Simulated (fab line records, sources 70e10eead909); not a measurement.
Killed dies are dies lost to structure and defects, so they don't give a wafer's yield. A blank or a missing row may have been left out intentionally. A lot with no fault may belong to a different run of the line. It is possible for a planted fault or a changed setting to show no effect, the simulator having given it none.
Which of the tools did it? | flow nand-harc | Sampling: 14 lots, 42 wafers, 5 of 1302 route steps

== WHAT THE GAUGES READ, wafer by wafer ==
NHARC_THIN_TSV_CD_MEAS_12 targets a cd of 1000 nm.
lot  | measured     | on        | cd-nm (nm)
L386 | day 24 02:58 | cd-sem-02 | 1000.2 1002.2 1000.7
L385 | day 24 04:19 | cd-sem-02 | 999.8 1001.1 999.4
L387 | day 24 13:56 | cd-sem-01 | 998.4 999.7 999.7
L388 | day 24 15:16 | cd-sem-03 | 998.8 999.8 1001.1
L391 | day 26 16:43 | cd-sem-02 | 999.1 999.3 999.8
L390 | day 26 17:45 | cd-sem-01 | 1000.8 1001.3 1001.4
L393 | day 27 13:22 | cd-sem-02 | 998.7 1001.1 1001.8
L397 | day 27 20:38 | cd-sem-01 | 1002.1 1000.4 1000.5
L400 | day 29 09:17 | cd-sem-03 | 998.6 999.9 999.5
L399 | day 29 22:02 | cd-sem-03 | 999.9 998.0 1000.1
L401 | day 30 12:47 | cd-sem-01 | 1001.3 1000.6 1001.2
L406 | day 32 05:00 | cd-sem-02 | 1000.5 1001.0 1000.4
L407 | day 32 22:14 | cd-sem-01 | 996.9 999.6 998.1
L408 | day 33 13:02 | cd-sem-03 | 998.6 1001.4 1000.5

NHARC_THIN_TSV_CD_MEAS_37.
lot  | measured     | on        | cd-nm (nm)
L386 | day 24 10:10 | cd-sem-01 | 4998.3 4998.6 4997.9
L385 | day 24 11:42 | cd-sem-02 | 5001.3 5001.1 4999.9
L387 | day 24 21:38 | cd-sem-03 | 4996.1 4997.7 4998.0
L388 | day 24 22:40 | cd-sem-02 | 5000.7 5001.4 5002.7
L391 | day 27 00:01 | cd-sem-03 | 4998.1 5002.3 5002.1
L390 | day 27 01:16 | cd-sem-01 | 4998.5 4998.7 4999.7
L393 | day 27 20:54 | cd-sem-03 | 5000.0 5000.8 5005.1
L397 | day 28 03:58 | cd-sem-01 | 5004.8 5001.0 5002.6
L400 | day 29 16:28 | cd-sem-02 | 4996.8 4998.9 4997.3
L399 | day 30 05:17 | cd-sem-01 | 4999.5 4997.4 4998.3
L401 | day 30 20:09 | cd-sem-03 | 5002.5 5001.9 5001.2
L406 | day 32 12:59 | cd-sem-02 | 5000.6 4996.6 4999.4
L407 | day 33 05:37 | cd-sem-02 | 4995.7 4999.1 4996.5
L408 | day 33 20:23 | cd-sem-01 | 5000.6 5003.6 5001.3

NHARC_END_SORT_01.
lot  | measured     | on        | killed-at-array | killed-at-other | killed-at-periphery | killed-dies | killed-open | killed-short
L400 | day 30 01:36 | prober-02 | 113 46 54       | 0 0 0           | 3 2 2               | 116 48 56   | 2 3 2       | 4 0 5
L399 | day 30 15:17 | prober-02 | 116 52 46       | 0 0 0           | 2 2 5               | 118 54 51   | 1 1 1       | 1 0 1

== TOOL THAT RAN EACH LOT (tool first, then ch and the chambers of the sampled wafers, then the start) ==
lot  | NHARC_A_BLC_ETCH_18                | NHARC_THIN_TSV_PRE_CLEAN_54
L386 | rie-diel-06 ch 0,1,2, day 22 22:40 | pvd-sputter-03, day 24 07:48
L385 | rie-diel-11 ch 0,1,3, day 23 03:35 | pvd-sputter-02, day 24 09:10
L387 | rie-diel-11 ch 0,1,2, day 23 10:27 | pvd-sputter-01, day 24 19:08
L388 | rie-diel-10 ch 0,1,3, day 23 12:45 | pvd-sputter-03, day 24 20:17
L391 | rie-diel-10 ch 0,1,2, day 25 11:16 | pvd-sputter-01, day 26 21:39
L390 | rie-diel-10 ch 1,2,3, day 25 13:56 | pvd-sputter-01, day 26 22:46
L393 | rie-diel-10 ch 0,1,3, day 26 10:16 | pvd-sputter-03, day 27 18:16
L397 | rie-diel-10 ch 1,2,3, day 26 17:57 | pvd-sputter-03, day 28 01:35
L400 | rie-diel-10 ch 1,2,3, day 28 02:21 | pvd-sputter-03, day 29 14:05
L399 | rie-diel-10 ch 0,2,3, day 28 18:58 | pvd-sputter-02, day 30 02:54
L401 | rie-diel-11 ch 0,1,3, day 29 09:09 | pvd-sputter-01, day 30 17:42
L406 | rie-diel-06 ch 0,2,3, day 30 23:13 | pvd-sputter-01, day 32 10:29
L407 | rie-diel-11 ch 1,2, day 31 18:32   | pvd-sputter-03, day 33 03:16
L408 | rie-diel-10 ch 0,1,3, day 32 11:20 | pvd-sputter-02, day 33 17:53
- NHARC_A_BLC_ETCH_18: etches the open film in C4F8/O2/Ar, target depth 910 nm.
- NHARC_THIN_TSV_PRE_CLEAN_54: time 30 s.

== AS READ BY THE TOOLS THEMSELVES (means over the sampled wafers that have a number; for cases with no such wafer, the mark the record gives instead) ==
NHARC_A_BLC_ETCH_18.
lot  | tool        | oes-product-au (a.u.) | rf-vpp-V (V)
L386 | rie-diel-06 | 0.962                 | 979
L385 | rie-diel-11 | 0.927                 | 970
L387 | rie-diel-11 | 0.977                 | 976
L388 | rie-diel-10 | 0.972                 | 980
L391 | rie-diel-10 | 0.972                 | 979
L390 | rie-diel-10 | 0.919                 | 975
L393 | rie-diel-10 | 0.965                 | 980
L397 | rie-diel-10 | 0.977                 | 976
L400 | rie-diel-10 | 0.959                 | 975
L399 | rie-diel-10 | 0.947                 | 980
L401 | rie-diel-11 | 0.970                 | 970
L406 | rie-diel-06 | 0.931                 | 974
L407 | rie-diel-11 | 0.977                 | 979
L408 | rie-diel-10 | 0.943                 | 980

NHARC_THIN_TSV_PRE_CLEAN_54.
lot  | tool           | heater-power-w (W)
L386 | pvd-sputter-03 | 384
L385 | pvd-sputter-02 | 394
L387 | pvd-sputter-01 | 442
L388 | pvd-sputter-03 | 387
L391 | pvd-sputter-01 | 444
L390 | pvd-sputter-01 | 438
L393 | pvd-sputter-03 | 402
L397 | pvd-sputter-03 | 411
L400 | pvd-sputter-03 | 394
L399 | pvd-sputter-02 | 382
L401 | pvd-sputter-01 | 435
L406 | pvd-sputter-01 | 452
L407 | pvd-sputter-03 | 386
L408 | pvd-sputter-02 | 420

== THE ANSWER, worked out from the rows above alone ==
Rule: the lots themselves supply what counts as usual. The widest of any qualifying gaps counts: lots, ordered by their means at a reading, are off when they make up no more than a third of the lots, leave a main group of 4 or more, and stand apart from it by 3 or more times the standard deviation of that group's means. The tables above print the reading to a certain number of digits; a main group whose means all agree to those digits is not used. Also off: a lot with no number at a reading for which 4 or more lots have one. Where the step has rows for the other lots, those lots are counted as sound. The gauges are gone through in route order, then the tools' own readings, and for those a lot's mean is taken as printed above. At the first step where some lot is off, the reading lying furthest off is the one used; lots without a number count as furthest.
None of the lots is off at any reading shown; this tells nothing.

== WHAT THE SIMULATOR HAD PUT IN ==
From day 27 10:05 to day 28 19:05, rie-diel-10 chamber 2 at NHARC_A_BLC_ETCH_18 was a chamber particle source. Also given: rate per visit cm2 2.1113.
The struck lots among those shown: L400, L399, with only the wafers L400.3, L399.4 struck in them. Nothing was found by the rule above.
